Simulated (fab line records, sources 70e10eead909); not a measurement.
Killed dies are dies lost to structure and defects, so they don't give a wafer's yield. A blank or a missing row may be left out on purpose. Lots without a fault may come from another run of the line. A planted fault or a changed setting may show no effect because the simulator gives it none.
fab line records | flow nand_harc
record lots=24 wafers=72 last_day=34
route steps=1302 shown A_CONTACT@1019
lots that met no fault: from a run of the same line without faults
start_h: hours from the record's first day to the start of the lot's first wafer shown | wait_h: hours since the lot's step before | " the same as in the row above | L1.1+2: a row that stands for several wafers | - no value, or no start given | * or withheld: withheld | < > ~ a bound
route shown NAME@n: a module of which the file shows steps, and the number in the route of the first | usual: mean/standard deviation of fault-free wafers | same: alike in all rows | chamber/n: place in a boat | sites: the reading at each site | _std_site: their standard deviation | _edge_site: outer sites' mean less inner sites' | radius_mm: how far each site lies from the wafer's centre | mask NAME#n: copy n | behind: the tool/chamber that last shaped the wafer | hold: why the lot was held/for how many hours/how that ended | device: the transistor (n, p or np) that didn't switch | end of line: the same wafers' tests at the end of the route | a step without rows: its recipe alone | killed: dies lost to structure and defects at the first sort, not the wafer's yield | map: a wafer's dies, x killed, . not, _ none there
set.NAME: the setting as run; set.NAME@STEP: as run at that earlier step | model.NAME: the simulator's own value behind a step, which no gauge read
steps of the route over a sample of lots; a table a step, a row a wafer
services: from which hour (start_h, from the record's first day; less than 0 if before it) a tool's chamber was out of use, for how many hours, and why
## steps
# step NHARC_A_CONTACT_ETCH_96
# recipe target_depth_a=200 over_etch_frac=0.5 time_s=10 ion_energy_ev=250 c4f6_flow_sccm=25 o2_flow_sccm=20 ar_flow_sccm=500 rf_w=600 bias_w=500 chemistry=C4F6/O2
# usual drypump_motor_current_A=5.70/0.22 o2_flow_sccm=20.00/0.055 oes_product_au=0.961/0.024 rf_vpp_V=546/3.6 showerhead_plenum_p_Torr=3.87/0.18 throttle_valve_pct=26.904/0.0089
# columns lot.wafer tool chamber start_h wait_h drypump_motor_current_A o2_flow_sccm oes_product_au rf_hours_counter_h rf_vpp_V showerhead_plenum_p_Torr throttle_valve_pct
L074.4 rie_diel-08 0 - - 5.79 20.01 0.942 39 542 3.65 26.895
L074.5 " 0 " " 5.77 20.06 0.937 - 542 3.65 26.894
L074.6 " 1 " " 5.50 20.09 0.959 - 552 4.16 26.903
L076.2 rie_diel-05 0 - - 5.48 19.98 1.010 12 547 3.91 26.890
L076.1 " 2 " " 5.72 20.04 1.003 11 543 3.65 26.910
L076.5 " 0 " " 5.50 20.04 0.998 - 546 3.91 26.907
L075.1 rie_diel-01 1 - - 6.09 20.02 0.964 48 544 3.84 26.893
L075.6 " 0 " " 5.50 19.99 0.952 - 545 3.82 26.911
L075.5 " 1 " " 6.11 20.00 0.959 - 544 3.84 26.899
L078.1 rie_diel-05 1 - - 5.42 19.96 0.939 16 549 4.05 26.912
L078.3 " 2 " " 5.71 20.12 0.945 14 541 3.65 26.899
L078.6 " 1 " " 5.44 20.17 0.939 - 549 4.05 26.889
L077.4 rie_diel-05 0 - - 5.52 19.99 1.006 16 547 3.91 26.914
L077.1 " 1 " " 5.43 19.99 0.981 17 550 4.04 26.904
L077.6 " 0 " " 5.50 20.11 1.004 - 546 3.91 26.917
L079.1 rie_diel-01 1 - - 6.08 20.06 0.946 55 546 3.83 26.918
L079.3 " 2 " " 6.13 20.08 0.950 44 543 3.74 26.914
L079.5 " 0 " " 5.47 19.95 0.934 - 545 3.82 26.911
L081.1 rie_diel-01 3 - - 5.71 20.04 0.948 55 544 3.76 26.892
L081.3 " 0 " " 5.43 20.05 0.945 62 544 3.81 26.910
L081.5 " 3 " " 5.69 20.02 0.947 - 543 3.76 26.915
L080.2 rie_diel-01 1 - - 6.09 20.02 0.944 62 545 3.83 26.893
L080.3 " 2 " " 6.07 20.06 0.934 51 542 3.73 26.905
L080.6 " 0 " " 5.50 19.94 0.937 - 545 3.81 26.899
L083.2 rie_diel-05 2 - - 5.72 20.04 0.956 22 542 3.64 26.914
L083.4 " 3 " " 5.69 20.02 0.954 22 542 3.71 26.890
L083.1 " 0 " " 5.51 20.06 0.969 24 546 3.90 26.915
L082.2 rie_diel-05 0 - - 5.55 20.10 0.988 24 545 3.90 26.911
L082.4 " 1 " " 5.45 19.99 0.984 23 550 4.04 26.908
L082.5 " 0 " " 5.53 20.08 0.991 - 547 3.90 26.899
L085.3 rie_diel-01 0 - - 5.53 20.06 1.002 9 543 3.81 26.903
L085.6 " 0 " " 5.47 20.06 1.004 - 545 3.81 26.902
L085.5 " 1 " " 6.08 20.02 1.015 - 544 3.82 26.911
L084.2 rie_diel-08 0 - - 5.75 19.99 0.955 13 552 4.22 26.911
L084.5 " 2 " " 5.87 20.00 0.956 - 542 3.70 26.907
L084.6 " 3 " " 5.94 20.07 0.959 - 544 3.80 26.887
L087.1 rie_diel-05 2 615.63 0.2 5.72 20.03 1.022 3 552 4.22 26.904
L087.6 " 3 " " 5.67 20.04 1.007 - 543 3.71 26.907
L087.5 " 2 " " 5.74 20.05 1.028 - 554 4.22 26.902
L086.2 rie_diel-08 2 - - 5.85 19.96 0.989 20 542 3.70 26.899
L086.5 " 0 " " 5.78 19.97 0.989 - 552 4.21 26.916
L086.6 " 1 " " 5.51 19.98 1.000 - 551 4.14 26.905
L088.3 rie_diel-01 3 - - 5.67 19.94 0.935 27 543 3.74 26.904
L088.6 " 2 " " 6.11 20.02 0.938 - 543 3.71 26.893
L088.5 " 3 " " 5.67 19.96 0.935 - 543 3.74 26.912
L091.3 rie_diel-05 0 - - 5.51 20.03 0.959 9 547 3.90 26.902
L091.1 " 2 " " 5.73 20.03 0.962 10 552 4.22 26.903
L091.5 " 0 " " 5.53 20.09 0.946 - 547 3.90 26.910
L090.2 rie_diel-05 1 - - 5.43 20.13 0.950 7 549 4.04 26.894
L090.1 " 0 " " 5.56 19.95 0.950 9 546 3.90 26.907
L090.6 " 2 " " 5.72 19.96 0.951 - 551 4.22 26.903
L089.3 rie_diel-08 1 - - 5.50 20.00 0.944 29 551 4.13 26.906
L089.1 " 0 " " 5.75 20.01 0.957 28 554 4.21 26.910
L089.5 " 1 " " 5.50 19.96 0.944 - 551 4.13 26.920
L092.4 rie_diel-05 1 - - 5.45 19.97 0.932 12 549 4.03 26.915
L092.3 " 2 " " 5.69 20.04 0.934 15 552 4.22 26.913
L092.2 " 3 " " 5.67 20.03 0.956 12 541 3.71 26.896
L093.2 rie_diel-01 3 - - 5.71 20.01 0.929 44 542 3.73 26.911
L093.6 " 0 " " 5.50 19.96 0.936 - 544 3.78 26.905
L093.5 " 1 " " 6.11 19.89 0.944 - 545 3.80 26.919
L095.3 rie_diel-08 2 - - 5.86 19.98 0.946 38 542 3.69 26.897
L095.1 " 0 " " 5.78 20.01 0.941 36 553 4.20 26.886
L095.6 " 1 " " 5.49 20.13 0.954 - 551 4.12 26.909
L094.4 rie_diel-05 2 - - 5.73 20.04 0.945 19 553 4.21 26.893
L094.2 " 0 " " 5.50 19.99 0.958 18 547 3.89 26.899
L094.5 " 2 " " 5.69 20.02 0.955 - 552 4.21 26.897
L096.1 rie_diel-01 1 - - 6.09 20.01 0.940 52 544 3.79 26.894
L096.2 " 2 " " 6.12 20.02 0.938 57 541 3.70 26.911
L096.3 " 0 " " 5.51 19.91 0.937 52 544 3.78 26.919
L097.1 rie_diel-05 2 - - 5.74 19.96 0.949 26 552 4.21 26.911
L097.3 " 3 " " 5.65 19.97 0.956 22 542 3.70 26.906
L097.2 " 1 " " 5.42 20.00 0.936 23 550 4.03 26.903
# step NHARC_A_CONTACT_DEP_58
# recipe target_thk_a=900 target_thk_nm=90 temp_c=400 pressure_torr=3.5 flow_sccm=200 rf_w=350 material=SiON
# usual heater_power_outer_w=430/70 heater_power_w=727/100
# columns lot.wafer tool chamber start_h wait_h heater_power_outer_w heater_power_w
L074.4 pecvd-04 2 500.34 1.2 442 805
L074.6 " 0 " " 439 805
L074.5 " 1 " " 324 584
L076.1 pecvd-03 2 512.33 2.7 483 799
L076.2 " 1 " " 468 695
L076.5 " 0 " " 528 808
L075.1 pecvd-04 0 512.65 2.7 489 873
L075.5 " 1 " " 275 488
L075.6 " 2 " " 394 707
L078.1 pecvd-03 0 521.55 2.7 521 829
L078.3 " 1 " " 465 698
L078.6 " 0 " " 518 840
L077.1 pecvd-01 0 531.08 2.8 517 830
L077.6 " 1 " " 429 698
L077.4 " 2 " " 518 820
L079.1 pecvd-04 1 531.34 2.7 332 583
L079.3 " 2 " " 382 705
L079.5 " 2 " " 389 709
L081.3 pecvd-01 1 546.18 1.6 340 604
L081.1 " 0 " " 503 790
L081.5 " 1 " " 354 602
L080.2 pecvd-04 2 551.85 2.2 442 789
L080.3 " 1 " " 320 551
L080.6 " 2 " " 440 789
L083.1 pecvd-03 0 574.91 2.7 522 813
L083.2 " 1 " " 468 707
L083.4 " 1 " " 458 717
L082.2 pecvd-03 2 579.31 2.2 476 807
L082.5 " 1 " " 482 753
L082.4 " 2 " " 471 801
L085.3 pecvd-04 0 596.60 1.7 475 855
L085.5 " 2 " " 441 781
L085.6 " 1 " " 281 489
L084.2 pecvd-04 1 596.98 2.2 266 487
L084.5 " 2 " " 407 703
L084.6 " 1 " " 263 491
L087.1 pecvd-03 2 626.13 2.8 399 700
L087.6 " 1 " " 402 633
L087.5 " 0 " " 424 698
L086.2 pecvd-01 2 627.91 2.2 444 727
L086.6 " 2 " " 461 733
L086.5 " 0 " " 487 796
L088.3 pecvd-04 1 644.75 1.6 335 576
L088.6 " 1 " " 320 565
L088.5 " 0 " " 418 797
L091.1 pecvd-04 2 649.19 2.7 397 709
L091.3 " 0 " " 418 794
L091.5 " 2 " " 400 715
L090.1 pecvd-03 2 650.61 2.7 496 797
L090.2 " 0 " " 419 688
L090.6 " 0 " " 409 687
L089.1 pecvd-01 2 652.27 2.7 530 845
L089.3 " 0 " " 559 847
L089.5 " 1 " " 398 646
L092.2 pecvd-03 1 672.27 2.2 385 604
L092.3 " 0 " " 445 752
L092.4 " 2 " " 452 762
L093.2 pecvd-03 2 697.38 2.2 473 789
L093.6 " 1 " " 445 719
L093.5 " 2 " " 472 801
L095.3 pecvd-04 2 698.34 1.6 414 748
L095.1 " 1 " " 319 570
L095.6 " 0 " " 420 773
L094.2 pecvd-04 2 703.55 2.3 327 620
L094.5 " 1 " " 291 524
L094.4 " 2 " " 340 642
L096.1 pecvd-03 0 715.89 2.7 515 830
L096.3 " 1 " " 485 756
L096.2 " 2 " " 483 795
L097.3 pecvd-03 2 745.94 1.6 495 829
L097.1 " 0 " " 497 795
L097.2 " 1 " " 460 730
# step NHARC_A_CONTACT_OVL_MEAS_70
# usual overlay_x_nm=0.2/0.86 overlay_y_nm=0.1/0.9
# columns lot.wafer tool chamber start_h wait_h overlay_x_nm overlay_y_nm
L074.4 overlay-02 - 501.06 - 0.3 1.6
L074.5 " - " " 0.3 1.9
L074.6 " - " " 0.3 1.1
L076.1 overlay-01 - 513.15 - -1.8 -0.3
L076.2 " - " " -1.4 -0.2
L076.5 " - " " -1.2 0.1
L075.1 overlay-02 - 513.46 - -0.2 0.5
L075.5 " - " " -0.5 0.8
L075.6 " - " " -0.6 0.0
L078.1 overlay-02 - 522.33 - -0.4 0.9
L078.3 " - " " -1.1 0.8
L078.6 " - " " -1.5 0.6
L077.1 overlay-01 - 531.71 - 0.1 1.5
L077.4 " - " " -0.3 1.3
L077.6 " - " " -0.1 1.0
L079.1 overlay-02 - 532.12 - 0.5 -0.1
L079.3 " - " " 0.7 0.2
L079.5 " - " " 0.8 0.1
L081.1 overlay-02 - 546.99 - -0.3 0.6
L081.3 " - " " -0.4 0.8
L081.5 " - " " -0.6 0.2
L080.2 overlay-01 - 552.66 - 1.2 0.3
L080.3 " - " " 0.8 0.1
L080.6 " - " " 1.4 0.4
L083.1 overlay-01 - 575.72 - -0.1 0.9
L083.2 " - " " -0.1 0.5
L083.4 " - " " 0.7 0.9
L082.2 overlay-01 - 580.12 - 0.0 -1.2
L082.4 " - " " 0.2 -0.9
L082.5 " - " " 0.1 -0.4
L085.3 overlay-01 - 597.38 - 0.6 0.3
L085.5 " - " " 1.1 0.7
L085.6 " - " " 0.8 0.7
L084.2 overlay-02 - 597.74 - 0.1 0.5
L084.5 " - " " -0.7 0.1
L084.6 " - " " -0.3 0.0
L087.1 overlay-02 - 626.79 - -0.1 0.8
L087.5 " - " " -0.1 0.1
L087.6 " - " " 0.2 0.5
L086.2 overlay-02 - 628.57 - 0.0 0.2
L086.5 " - " " 0.6 0.0
L086.6 " - " " 0.7 0.5
L088.3 overlay-02 - 645.56 - -1.2 -1.3
L088.5 " - " " -1.4 -1.2
L088.6 " - " " -0.8 -1.2
L091.1 overlay-01 - 649.97 - 0.1 0.0
L091.3 " - " " 0.2 0.7
L091.5 " - " " 0.7 0.7
L090.1 overlay-02 - 651.29 - -0.3 -0.1
L090.2 " - " " -0.5 -0.8
L090.6 " - " " -0.3 -0.2
L089.1 overlay-02 - 653.08 - 0.5 1.0
L089.3 " - " " 0.5 0.1
L089.5 " - " " 0.5 1.0
L092.2 overlay-01 - 672.95 - 1.1 -0.7
L092.3 " - " " 1.4 -0.1
L092.4 " - " " 1.0 -0.2
L093.2 overlay-02 - 698.13 - 1.8 -0.1
L093.5 " - " " 2.2 0.2
L093.6 " - " " 2.8 -0.5
L095.1 overlay-02 - 699.15 - 0.1 -1.8
L095.3 " - " " -0.3 -1.7
L095.6 " - " " -0.3 -1.2
L094.2 overlay-02 - 704.31 - 0.0 1.9
L094.4 " - " " 0.2 2.4
L094.5 " - " " 0.7 2.3
L096.1 overlay-01 - 716.70 - 0.3 -0.2
L096.2 " - " " 0.2 0.0
L096.3 " - " " 0.4 -0.8
L097.1 overlay-02 - 746.75 - 1.4 -0.3
L097.2 " - " " 1.4 -1.0
L097.3 " - " " 1.6 -0.7
# step NHARC_A_CONTACT_ETCH_75
# recipe target_depth_a=390 over_etch_frac=0.3 time_s=65 ion_energy_ev=80 cf4_flow_sccm=150 ar_flow_sccm=0 rf_w=300 bias_w=100 chemistry=CF4
# usual drypump_motor_current_A=5.67/0.21 oes_product_au=0.999/0.0094 rf_vpp_V=151.1/1.3 showerhead_plenum_p_Torr=1.76/0.086 throttle_valve_pct=13.282/0.009
# columns lot.wafer tool chamber start_h wait_h drypump_motor_current_A oes_product_au rf_hours_counter_h rf_vpp_V showerhead_plenum_p_Torr throttle_valve_pct
L074.4 rie_diel-01 1 501.26 0.1 6.07 1.002 46 150.2 1.73 13.295
L074.5 " 2 " " 6.12 1.001 - 149.1 1.69 13.290
L074.6 " 3 " " 5.69 0.995 - 152.0 1.70 13.284
L076.2 rie_diel-08 1 513.33 0.1 5.50 1.018 46 152.9 1.88 13.278
L076.1 " 2 " " 5.82 1.008 44 150.0 1.67 13.304
L076.5 " 1 " " 5.47 1.017 - 152.2 1.88 13.290
L075.1 rie_diel-05 2 513.66 0.1 5.71 1.004 12 149.5 1.64 13.298
L075.5 " 0 " " 5.51 1.014 - 150.2 1.76 13.282
L075.6 " 1 " " 5.44 0.998 - 151.9 1.83 13.268
L078.3 rie_diel-01 3 522.52 0.1 5.66 1.001 48 149.7 1.70 13.279
L078.1 " 1 " " 6.10 1.001 54 151.8 1.73 13.283
L078.6 " 3 " " 5.64 1.001 - 150.4 1.70 13.286
L077.4 rie_diel-05 3 531.89 0.1 5.66 0.991 15 150.1 1.67 13.295
L077.1 " 1 " " 5.42 0.987 17 151.4 1.82 13.278
L077.6 " 3 " " 5.66 0.995 - 149.3 1.67 13.294
L079.1 rie_diel-05 2 532.31 0.1 5.68 1.003 16 149.5 1.64 13.276
L079.3 " 0 " " 5.51 1.001 17 151.1 1.76 13.291
L079.5 " 2 " " 5.70 0.993 - 149.9 1.64 13.297
L081.3 rie_diel-01 3 547.18 0.1 5.66 1.001 55 151.4 1.69 13.276
L081.1 " 1 " " 6.06 0.994 62 151.3 1.72 13.287
L081.5 " 3 " " 5.64 1.009 - 150.0 1.69 13.265
L080.2 rie_diel-05 2 552.89 0.1 5.71 1.007 18 150.0 1.64 13.274
L080.3 " 3 " " 5.69 0.989 18 149.3 1.67 13.277
L080.6 " 0 " " 5.46 0.993 - 151.8 1.76 13.278
L083.2 rie_diel-01 1 575.90 0.1 6.09 1.008 3 150.2 1.72 13.281
L083.1 " 2 " " 6.10 1.000 3 149.4 1.68 13.280
L083.4 " 3 " " 5.66 0.994 3 149.5 1.69 13.285
L082.2 rie_diel-01 0 580.31 0.1 5.48 0.997 4 150.3 1.72 13.290
L082.4 " 1 " " 6.08 1.010 5 150.9 1.72 13.271
L082.5 " 3 " " 5.66 0.979 - 149.3 1.69 13.268
L085.3 rie_diel-05 3 597.57 0.1 5.66 0.992 0 149.8 1.67 13.281
L085.6 " 2 " " 5.69 1.018 - 153.0 1.91 13.264
L085.5 " 3 " " 5.65 1.001 - 150.0 1.67 13.270
L084.2 rie_diel-08 1 597.92 0.1 5.47 1.009 15 152.9 1.87 13.290
L084.6 " 1 " " 5.48 0.997 - 153.7 1.87 13.271
L084.5 " 2 " " 5.84 0.990 - 150.5 1.67 13.282
L087.1 rie_diel-05 1 627.00 0.1 5.43 0.999 2 150.7 1.82 13.287
L087.6 " 3 " " 5.62 1.003 - 151.3 1.67 13.266
L087.5 " 0 " " 5.54 1.006 - 150.2 1.76 13.286
L086.2 rie_diel-05 1 628.76 0.1 5.43 0.989 3 151.4 1.82 13.282
L086.5 " 0 " " 5.50 1.005 - 149.9 1.76 13.290
L086.6 " 1 " " 5.42 1.001 - 151.9 1.82 13.267
L088.3 rie_diel-01 0 645.75 0.1 5.53 0.997 29 150.5 1.71 13.286
L088.5 " 2 " " 6.11 0.994 - 150.4 1.67 13.276
L088.6 " 3 " " 5.68 0.990 - 150.6 1.69 13.283
L091.3 rie_diel-05 0 650.18 0.1 5.48 1.000 10 150.9 1.76 13.277
L091.1 " 1 " " 5.43 0.990 7 152.2 1.82 13.291
L091.5 " 1 " " 5.44 0.995 - 152.0 1.82 13.292
L090.1 rie_diel-08 2 651.49 0.1 5.87 0.985 28 150.0 1.66 13.277
L090.2 " 3 " " 5.91 0.983 27 150.8 1.71 13.279
L090.6 " 0 " " 5.76 0.995 - 152.5 1.90 13.274
L089.3 rie_diel-05 2 653.28 0.1 5.73 1.018 11 151.8 1.91 13.291
L089.1 " 1 " " 5.41 1.003 9 152.2 1.82 13.289
L089.5 " 2 " " 5.72 1.015 - 153.6 1.91 13.282
L092.3 rie_diel-05 2 673.14 0.1 5.69 1.015 15 152.0 1.90 13.276
L092.4 " 3 " " 5.67 1.005 12 151.1 1.67 13.256
L092.2 " 0 " " 5.51 1.013 15 151.4 1.76 13.278
L093.2 rie_diel-05 2 698.32 0.1 5.69 1.006 19 154.0 1.90 13.282
L093.5 " 1 " " 5.41 0.999 - 153.4 1.82 13.294
L093.6 " 2 " " 5.69 1.013 - 154.4 1.90 13.277
L095.1 rie_diel-01 3 699.33 0.1 5.62 0.984 46 151.6 1.68 13.296
L095.3 " 1 " " 6.10 0.999 49 149.3 1.71 13.291
L095.6 " 3 " " 5.65 0.990 - 149.6 1.68 13.304
L094.4 rie_diel-05 2 704.49 0.1 5.71 0.999 20 153.2 1.90 13.288
L094.2 " 1 " " 5.42 1.003 18 152.5 1.82 13.271
L094.5 " 3 " " 5.67 0.992 - 149.3 1.67 13.268
L096.1 rie_diel-08 0 716.90 0.1 5.73 0.998 45 152.9 1.90 13.279
L096.3 " 1 " " 5.49 1.002 46 152.6 1.86 13.276
L096.2 " 2 " " 5.83 0.980 45 150.4 1.66 13.283
L097.3 rie_diel-05 2 746.93 0.1 5.70 1.018 27 153.8 1.90 13.268
L097.1 " 0 " " 5.52 1.006 26 151.6 1.75 13.275
L097.2 " 1 " " 5.44 1.004 25 153.0 1.82 13.278
# step NHARC_A_CONTACT_STRIP_82
# recipe o2_flow_sccm=500 ar_flow_sccm=0 bias_w=0 chemistry=O2
# usual drypump_motor_current_A=5.68/0.19 o2_flow_sccm=500.2/1.5 oes_product_au=0.998/0.0095 rf_vpp_V=57.6/0.93 showerhead_plenum_p_Torr=3.50/0.18 throttle_valve_pct=17.037/0.0091
# columns lot.wafer tool chamber start_h wait_h drypump_motor_current_A o2_flow_sccm oes_product_au rf_hours_counter_h rf_vpp_V showerhead_plenum_p_Torr throttle_valve_pct
L074.4 rie_diel-05 2 - - 5.73 499.3 0.999 11 56.4 3.27 17.048
L074.6 " 3 " " 5.68 498.7 0.987 - 58.4 3.34 17.025
L074.5 " 0 " " 5.54 497.0 0.993 - 57.5 3.52 17.046
L076.1 rie_diel-05 2 - - 5.73 499.5 1.004 14 56.9 3.27 17.045
L076.2 " 3 " " 5.67 499.7 0.989 12 57.9 3.34 17.047
L076.5 " 2 " " 5.70 499.9 1.003 - 58.2 3.27 17.031
L075.1 rie_diel-05 0 - - 5.51 500.4 0.984 15 57.1 3.51 17.054
L075.6 " 1 " " 5.43 499.8 0.976 - 58.7 3.64 17.045
L075.5 " 2 " " 5.72 501.6 0.992 - 57.1 3.27 17.024
L078.1 rie_diel-08 3 - - 5.94 500.0 0.992 46 58.6 3.43 17.037
L078.3 " 1 " " 5.52 501.5 1.010 50 58.9 3.74 17.039
L078.6 " 2 " " 5.87 499.4 0.991 - 56.3 3.34 17.028
L077.1 rie_diel-05 0 - - 5.44 501.9 1.000 19 57.9 3.51 17.041
L077.4 " 1 " " 5.43 497.7 0.982 19 58.3 3.64 17.027
L077.6 " 3 " " 5.66 499.5 0.990 - 58.2 3.34 17.033
L079.3 rie_diel-08 2 - - 5.87 499.8 1.001 54 58.4 3.33 17.040
L079.1 " 0 " " 5.73 501.5 1.001 53 57.4 3.27 17.035
L079.5 " 3 " " 5.96 500.4 0.989 - 58.2 3.42 17.030
L081.1 rie_diel-05 3 - - 5.67 499.9 0.993 18 57.4 3.34 17.052
L081.3 " 2 " " 5.73 500.3 0.990 18 56.2 3.27 17.032
L081.5 " 0 " " 5.52 499.4 0.996 - 57.8 3.51 17.041
L080.3 rie_diel-05 2 - - 5.73 500.9 1.007 20 57.4 3.27 17.037
L080.2 " 0 " " 5.49 499.4 1.002 22 57.8 3.51 17.049
L080.6 " 3 " " 5.66 501.1 0.986 - 56.6 3.34 17.045
L083.1 rie_diel-08 1 - - 5.51 496.5 1.013 8 59.8 3.73 17.026
L083.4 " 3 " " 5.94 499.1 0.992 5 56.0 3.42 17.041
L083.2 " 0 " " 5.75 502.1 0.993 7 59.3 3.80 17.040
L082.4 rie_diel-01 3 - - 5.67 502.0 0.977 7 58.2 3.37 17.034
L082.2 " 0 " " 5.46 501.9 1.004 7 58.4 3.42 17.051
L082.5 " 2 " " 6.14 501.7 0.991 - 55.7 3.34 17.037
L085.3 rie_diel-08 1 - - 5.51 500.2 1.006 17 58.0 3.73 17.024
L085.5 " 1 " " 5.51 504.4 0.998 - 58.1 3.73 17.035
L085.6 " 2 " " 5.88 503.4 1.002 - 57.0 3.32 17.036
L084.2 rie_diel-05 3 - - 5.67 500.2 0.999 1 56.4 3.33 17.032
L084.6 " 3 " " 5.65 501.9 1.003 - 58.9 3.33 17.036
L084.5 " 0 " " 5.53 498.9 0.996 - 57.5 3.51 17.046
L087.1 rie_diel-08 1 - - 5.48 499.4 1.004 25 59.1 3.72 17.022
L087.5 " 3 " " 5.93 501.1 0.998 - 57.7 3.41 17.036
L087.6 " 0 " " 5.76 501.6 0.989 - 58.3 3.79 17.042
L086.2 rie_diel-08 3 - - 5.94 498.0 0.993 24 57.6 3.41 17.013
L086.6 " 2 " " 5.87 499.3 0.983 - 55.9 3.32 17.025
L086.5 " 3 " " 5.97 497.5 0.989 - 58.2 3.41 17.039
L088.3 rie_diel-08 2 - - 5.86 502.0 0.980 28 56.2 3.32 17.030
L088.5 " 0 " " 5.75 498.7 0.990 - 58.2 3.79 17.037
L088.6 " 1 " " 5.48 500.3 1.002 - 58.4 3.72 17.033
L091.3 rie_diel-05 2 - - 5.71 500.3 0.996 12 57.6 3.80 17.045
L091.1 " 0 " " 5.51 499.2 0.993 12 56.9 3.50 17.048
L091.5 " 1 " " 5.45 498.4 0.993 - 58.0 3.63 17.022
L090.1 rie_diel-08 3 - - 5.92 498.4 0.990 29 56.5 3.41 17.040
L090.2 " 1 " " 5.51 501.1 1.009 31 57.4 3.72 17.035
L090.6 " 3 " " 5.92 499.6 0.993 - 56.0 3.41 17.033
L089.1 rie_diel-01 1 - - 6.12 497.7 1.004 36 57.7 3.42 17.041
L089.3 " 2 " " 6.10 498.8 1.001 40 56.5 3.33 17.019
L089.5 " 0 " " 5.51 501.6 1.002 - 56.5 3.41 17.033
L092.4 rie_diel-05 0 - - 5.50 500.9 1.005 16 58.0 3.50 17.041
L092.2 " 1 " " 5.45 500.8 1.003 13 57.6 3.63 17.063
L092.3 " 2 " " 5.68 500.9 1.010 16 57.2 3.80 17.019
L093.2 rie_diel-05 0 - - 5.50 502.2 1.003 20 57.0 3.50 17.043
L093.5 " 1 " " 5.46 500.3 1.007 - 58.5 3.63 17.036
L093.6 " 2 " " 5.72 501.2 1.014 - 58.0 3.80 17.020
L095.3 rie_diel-01 1 - - 6.10 500.4 1.011 50 57.8 3.41 17.032
L095.1 " 3 " " 5.63 500.2 0.986 48 57.1 3.35 17.039
L095.6 " 1 " " 6.10 499.2 1.007 - 57.9 3.41 17.044
L094.4 rie_diel-05 3 - - 5.66 497.7 0.992 19 58.2 3.32 17.050
L094.2 " 1 " " 5.43 499.3 0.988 19 56.9 3.63 17.061
L094.5 " 3 " " 5.66 501.2 0.995 - 57.3 3.32 17.036
L096.1 rie_diel-05 1 - - 5.44 500.0 0.990 20 57.8 3.63 17.039
L096.3 " 2 " " 5.71 498.8 1.019 23 58.8 3.79 17.035
L096.2 " 3 " " 5.67 501.0 0.991 20 57.8 3.32 17.039
L097.3 rie_diel-08 0 - - 5.73 500.0 1.002 5 57.5 3.78 17.041
L097.1 " 1 " " 5.51 501.5 1.015 4 61.2 3.71 17.034
L097.2 " 2 " " 5.89 502.1 1.013 4 56.1 3.30 17.031
# step NHARC_A_CONTACT_DEP_85
# recipe target_thk_a=600 target_thk_nm=60 temp_c=400 pressure_torr=3.5 flow_sccm=200 rf_w=350 material=SiON
# usual heater_power_outer_w=435/61 heater_power_w=725/86
# columns lot.wafer tool chamber start_h wait_h heater_power_outer_w heater_power_w
L074.6 pecvd-01 1 508.08 0.1 326 567
L074.5 " 2 " " 499 803
L074.4 " 0 " " 570 863
L076.2 pecvd-04 2 520.59 1.2 444 782
L076.1 " 0 " " 439 815
L076.5 " 0 " " 449 820
L075.1 pecvd-01 1 523.23 1.4 414 659
L075.5 " 1 " " 425 670
L075.6 " 0 " " 501 809
L078.1 pecvd-03 0 532.77 1.5 505 826
L078.3 " 1 " " 475 731
L078.6 " 0 " " 516 836
L077.1 pecvd-04 0 539.94 1.5 445 826
L077.6 " 1 " " 253 454
L077.4 " 0 " " 461 846
L079.1 pecvd-01 2 541.55 1.4 434 709
L079.3 " 1 " " 378 631
L079.5 " 0 " " 471 760
L081.1 pecvd-01 2 554.43 1.4 499 804
L081.3 " 0 " " 539 828
L081.5 " 2 " " 484 791
L080.3 pecvd-04 1 560.24 1.1 298 524
L080.2 " 2 " " 461 782
L080.6 " 2 " " 336 659
L083.1 pecvd-03 0 582.69 1.5 491 791
L083.2 " 2 " " 491 807
L083.4 " 2 " " 488 842
L082.2 pecvd-03 0 587.68 1.2 482 770
L082.5 " 2 " " 456 766
L082.4 " 0 " " 478 783
L085.3 pecvd-03 1 605.33 1.0 457 729
L085.5 " 1 " " 471 727
L085.6 " 0 " " 464 763
L084.2 pecvd-03 1 605.58 1.2 481 731
L084.5 " 2 " " 445 777
L084.6 " 0 " " 490 787
L087.1 pecvd-03 2 635.47 1.5 456 777
L087.6 " 2 " " 459 803
L087.5 " 0 " " 493 788
L086.2 pecvd-03 1 635.69 1.2 387 632
L086.6 " 1 " " 395 629
L086.5 " 2 " " 460 767
L088.3 pecvd-01 2 653.54 1.0 480 769
L088.6 " 1 " " 343 568
L088.5 " 2 " " 482 786
L091.3 pecvd-03 0 657.40 0.9 507 806
L091.1 " 1 " " 379 607
L091.5 " 1 " " 402 622
L090.1 pecvd-03 0 659.09 1.5 478 770
L090.2 " 1 " " 426 696
L090.6 " 1 " " 430 678
L089.3 pecvd-01 0 662.66 0.9 455 736
L089.1 " 2 " " 429 693
L089.5 " 2 " " 440 711
L092.3 pecvd-03 1 680.03 1.0 470 727
L092.2 " 2 " " 501 811
L092.4 " 1 " " 456 745
L093.2 pecvd-04 2 705.81 1.2 398 732
L093.6 " 2 " " 405 754
L093.5 " 1 " " 311 541
L095.1 pecvd-01 2 706.16 1.5 409 685
L095.3 " 1 " " 413 658
L095.6 " 0 " " 498 786
L094.2 pecvd-03 0 711.32 1.2 529 817
L094.4 " 0 " " 523 830
L094.5 " 1 " " 403 632
L096.2 pecvd-04 0 724.06 1.2 366 712
L096.3 " 1 " " 309 555
L096.1 " 2 " " 381 683
L097.1 pecvd-04 0 753.74 1.5 391 720
L097.2 " 1 " " 335 584
L097.3 " 2 " " 371 688
## services
# columns tool chamber start_h hours kind
pecvd-03 1 470.53 3.4 repair
rie_diel-01 0 483.12 3.1 repair
pecvd-01 - 492.00 13.0 pm
pecvd-03 0 537.78 21.3 repair
pecvd-03 - 547.59 13.0 pm
rie_diel-08 - 549.95 9.0 pm
rie_diel-01 - 559.61 9.0 pm
rie_diel-08 3 561.34 3.8 repair
pecvd-03 - 562.38 1.0 repair
pecvd-01 - 568.58 1.2 repair
rie_diel-08 2 573.35 5.6 repair
pecvd-01 1 600.05 23.8 repair
pecvd-04 - 631.24 13.0 pm
rie_diel-01 1 638.78 4.6 repair
rie_diel-05 3 646.49 9.0 repair
pecvd-04 - 656.75 0.3 repair
rie_diel-01 3 676.45 2.4 repair
rie_diel-08 3 711.05 8.7 repair
rie_diel-01 0 724.39 9.6 repair
rie_diel-08 - 726.95 9.0 pm
pecvd-03 - 728.59 13.0 pm
rie_diel-01 - 736.61 9.0 pm
pecvd-03 - 749.18 1.5 repair
rie_diel-05 1 750.74 4.2 repair
## key
fault none
